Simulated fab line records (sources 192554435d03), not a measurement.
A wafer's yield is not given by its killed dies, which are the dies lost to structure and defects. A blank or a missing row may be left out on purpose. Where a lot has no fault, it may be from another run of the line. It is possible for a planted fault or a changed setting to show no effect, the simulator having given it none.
Lot-split experiment / flow n5Finfet / 21 wafers read from 7 lots, route of 1938 steps

## THE SPLIT ITSELF
At N5_BEOL_M14_ILD_DEP_00 (deposits SiO2 from TEOS/O2, target thk 1119.3 nm, time 237.4 s), the setting tempC was moved away from the recipe's 400 C on 7 of the 21 wafers read, by -1.3% to +1.6%. All remaining wafers had this setting at the recipe value.

No step appears in the file between the split and the reading.

## THE READING
M14_ILD_THK (nm), taken at N5_BEOL_M14_THK_MEAS_01. Typical for fault-free wafers on this fab line: 1123 nm, with standard deviation 18 nm.

wafer=L076.2; tool, chamber at the split=pecvd-01, 0; tempC as run, C=400; against the recipe=recipe; M14_ILD_THK, nm=1116; against lot-mates on the recipe=-
wafer=L076.3; tool, chamber at the split=pecvd-01, 2; tempC as run, C=394.7; against the recipe=-1.3%; M14_ILD_THK, nm=1169; against lot-mates on the recipe=+50
wafer=L076.5; tool, chamber at the split=pecvd-01, 1; tempC as run, C=400; against the recipe=recipe; M14_ILD_THK, nm=1123; against lot-mates on the recipe=-
wafer=L074.2; tool, chamber at the split=pecvd-03, 0; tempC as run, C=400; against the recipe=recipe; M14_ILD_THK, nm=1109; against lot-mates on the recipe=-
wafer=L074.5; tool, chamber at the split=pecvd-03, 1; tempC as run, C=400; against the recipe=recipe; M14_ILD_THK, nm=1103; against lot-mates on the recipe=-
wafer=L074.6; tool, chamber at the split=pecvd-03, 2; tempC as run, C=400; against the recipe=recipe; M14_ILD_THK, nm=1126; against lot-mates on the recipe=-
wafer=L082.1; tool, chamber at the split=pecvd-02, 2; tempC as run, C=404; against the recipe=+1.0%; M14_ILD_THK, nm=1105; against lot-mates on the recipe=-29
wafer=L082.3; tool, chamber at the split=pecvd-02, 0; tempC as run, C=400; against the recipe=recipe; M14_ILD_THK, nm=1134; against lot-mates on the recipe=-
wafer=L082.6; tool, chamber at the split=pecvd-02, 2; tempC as run, C=404; against the recipe=+1.0%; M14_ILD_THK, nm=1115; against lot-mates on the recipe=-19
wafer=L083.1; tool, chamber at the split=pecvd-01, 1; tempC as run, C=400; against the recipe=recipe; M14_ILD_THK, nm=1117; against lot-mates on the recipe=-
wafer=L083.2; tool, chamber at the split=pecvd-01, 2; tempC as run, C=400; against the recipe=recipe; M14_ILD_THK, nm=1142; against lot-mates on the recipe=-
wafer=L083.6; tool, chamber at the split=pecvd-01, 0; tempC as run, C=400; against the recipe=recipe; M14_ILD_THK, nm=1135; against lot-mates on the recipe=-
wafer=L085.2; tool, chamber at the split=pecvd-02, 2; tempC as run, C=406.2; against the recipe=+1.6%; M14_ILD_THK, nm=1078; against lot-mates on the recipe=-83
wafer=L085.3; tool, chamber at the split=pecvd-02, 1; tempC as run, C=406.2; against the recipe=+1.6%; M14_ILD_THK, nm=1071; against lot-mates on the recipe=-90
wafer=L085.6; tool, chamber at the split=pecvd-02, 0; tempC as run, C=400; against the recipe=recipe; M14_ILD_THK, nm=1161; against lot-mates on the recipe=-
wafer=L084.1; tool, chamber at the split=pecvd-02, 0; tempC as run, C=405.5; against the recipe=+1.4%; M14_ILD_THK, nm=1075; against lot-mates on the recipe=-54
wafer=L084.5; tool, chamber at the split=pecvd-02, 1; tempC as run, C=400; against the recipe=recipe; M14_ILD_THK, nm=1126; against lot-mates on the recipe=-
wafer=L084.6; tool, chamber at the split=pecvd-02, 0; tempC as run, C=400; against the recipe=recipe; M14_ILD_THK, nm=1131; against lot-mates on the recipe=-
wafer=L086.1; tool, chamber at the split=pecvd-02, 0; tempC as run, C=400; against the recipe=recipe; M14_ILD_THK, nm=1130; against lot-mates on the recipe=-
wafer=L086.2; tool, chamber at the split=pecvd-02, 2; tempC as run, C=405.5; against the recipe=+1.4%; M14_ILD_THK, nm=1071; against lot-mates on the recipe=-60
wafer=L086.3; tool, chamber at the split=pecvd-02, 1; tempC as run, C=400; against the recipe=recipe; M14_ILD_THK, nm=1132; against lot-mates on the recipe=-

THE FIT
A straight line over all 21 wafers: M14_ILD_THK changes by -32.9 nm for each +1% of tempC; r = -0.87; the points scatter about the line by 13 nm.
The same after taking each lot's own level away (the mean of its wafers on the recipe; 21 wafers): -43.6 nm for each +1%; r = -0.95; scatter 11 nm.
That fit puts the effect of the largest move of tempC on the reading at 68 nm.
From 1112.7 to 1161.0 nm: that is the span of the lots' own levels, equal to 2.7 times the standard deviation above.
Thus the slope moves with the lot-to-lot level: the two fits are different.
Check: for one of the wafers moved furthest among these (+1.6%), held out of the fit, the line's prediction against its lot-mates is -63.8 nm. Against them it came out at -83 nm.

## OTHER SPLITS ON THESE WAFERS
Before the reading, these wafers also passed through other splits. Each is held against what the fit with the lots' levels taken away leaves over:
other split on the same wafers=N5_BEOL_M13_ILD_DEP_00 timeS; wafers away from the commonest value=8; r with M14_ILD_THK (lot level and that fit taken away)=-0.38
other split on the same wafers=N5_BEOL_M13_DEP_53 timeS; wafers away from the commonest value=7; r with M14_ILD_THK (lot level and that fit taken away)=+0.18

## THE WHOLE CHAIN: every reading that the file lists as answering this split, in the file's order
step=N5_BEOL_M14_ILD_DEP_00; what it does=deposits SiO2 from TEOS/O2, target thk 1119.3 nm, time 237.4 s; reading=SiO2_of_BEOL_M14_ILD_DEP_00.thkNm (the simulator's own value, which no gauge read); change (the file's fit)=-42.1 nm for each +1% of the setting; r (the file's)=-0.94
step=N5_BEOL_M14_THK_MEAS_01; what it does=; reading=M14_ILD_THK; change (the file's fit)=-42.3 for each +1% of the setting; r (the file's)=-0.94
step=N5_BEOL_M14_VIA_ETCH_16; what it does=etches SiO2 in C4F8/O2/Ar, target depth 1231.3 nm; reading=etch.depthNm (the simulator's own value, which no gauge read); change (the file's fit)=-42 nm for each +1% of the setting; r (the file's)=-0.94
step=N5_BEOL_M14_ETCH_38; what it does=etches SiCN in CF4/N2, target depth 106.5 nm, time 120.6 s; reading=SiO2_of_BEOL_M14_ILD_DEP_00.thkNm (the simulator's own value, which no gauge read); change (the file's fit)=-41.2 nm for each +1% of the setting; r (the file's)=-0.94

## THE FILE'S OWN FIT
M14_ILD_THK changes by -42.3 nm for each +1% of tempC, r = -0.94.
